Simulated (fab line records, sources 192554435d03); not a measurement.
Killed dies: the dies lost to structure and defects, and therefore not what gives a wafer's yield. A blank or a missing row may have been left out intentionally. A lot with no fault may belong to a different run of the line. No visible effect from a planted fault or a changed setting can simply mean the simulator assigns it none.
Split-lot study    flow n5 finfet    21 wafers read across 7 lots, on a route 1938 steps long

## THE SPLIT ITSELF
At N5_BEOL_M13_SPUTTER_44 (material Ta, target thk 10 nm, time 16.13 s), the setting power w was moved away from the recipe's 15000 W on 7 of the 21 wafers read, by -17.6% to -7.7%. The other wafers ran this setting at the recipe's value.

The reading comes from the split's own step.

## THE READING
Ta_of_BEOL_M13_SPUTTER_44.thk nm (the simulator's own value, which no gauge read), in nm, at N5_BEOL_M13_SPUTTER_44 (material Ta, target thk 10 nm, time 16.13 s). There is no usual value for it anywhere in the file. Here, 14 wafers ran the recipe; their average is 10.1 nm with a standard deviation of 0.19 nm.

wafer   tool, chamber at the split  power w as run, W  against the recipe  Ta_of_BEOL_M13_SPUTTER_44.thk nm, nm  against lot-mates on the recipe
L076.2  pvd sputter-03, -           15000              recipe              9.6                                   -
L076.5  pvd sputter-03, -           13680              -8.8%               9                                     -0.6
L076.6  pvd sputter-03, -           13680              -8.8%               9                                     -0.6
L080.1  pvd sputter-01, -           15000              recipe              10.2                                  -
L080.6  pvd sputter-01, -           15000              recipe              10.2                                  -
L080.3  pvd sputter-01, -           12360              -17.6%              8.4                                   -1.8
L079.1  pvd sputter-01, -           15000              recipe              10                                    -
L079.3  pvd sputter-01, -           15000              recipe              10                                    -
L079.2  pvd sputter-01, -           13850              -7.7%               9.2                                   -0.8
L083.4  pvd sputter-01, -           15000              recipe              10                                    -
L083.5  pvd sputter-01, -           13840              -7.7%               9.2                                   -0.8
L083.6  pvd sputter-01, -           13840              -7.7%               9.2                                   -0.8
L086.2  pvd sputter-02, -           15000              recipe              10                                    -
L086.3  pvd sputter-02, -           12990              -13.4%              8.6                                   -1.5
L086.4  pvd sputter-02, -           15000              recipe              10.2                                  -
L091.1  pvd sputter-01, -           15000              recipe              10.2                                  -
L091.2  pvd sputter-01, -           15000              recipe              10.4                                  -
L091.3  pvd sputter-01, -           15000              recipe              10.4                                  -
L092.3  pvd sputter-01, -           15000              recipe              10.2                                  -
L092.4  pvd sputter-01, -           15000              recipe              10.2                                  -
L092.5  pvd sputter-01, -           15000              recipe              10.2                                  -

FIT RESULTS
A straight line over all 21 wafers: Ta_of_BEOL_M13_SPUTTER_44.thk nm changes by +0.111 nm for each +1% of power w; r = +0.96; the points scatter about the line by 0.18 nm.
The same after taking each lot's own level away (the mean of its wafers on the recipe; 21 wafers): +0.0992 nm for each +1%; r = +0.98; scatter 0.11 nm.
According to that fit, moving power w by its largest amount changes the reading by 1.7 nm.
The lots' own levels span 9.60 to 10.33 nm, that is 3.8 times the standard deviation above.
In other words, the slope is changed by the lot-to-lot level; the two fits disagree.
Check: for one of the wafers moved furthest among these (-17.6%), held out of the fit, the line's prediction against its lot-mates is -1.69 nm. It came out at -1.8 nm against them.

## THE OTHER SPLITS THESE WAFERS WENT THROUGH
Note: prior to the reading, these wafers also went through further splits. Each is held against what the fit with the lots' levels taken away leaves over:
other split on the same wafers  wafers away from the commonest value  r with Ta_of_BEOL_M13_SPUTTER_44.thk nm (lot level and that fit taken away)
N5_BEOL_M13_ETCH_59 time s      7                                     +0.25
N5_BEOL_M13_COAT_65 spin rpm    7                                     -0.23
N5_BEOL_M13_SPUTTER_43 time s   6                                     +0.04

## FILE'S OWN FIT
Ta_of_BEOL_M13_SPUTTER_44.thk nm changes by +0.101 nm for each +1% of power w, r = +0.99.
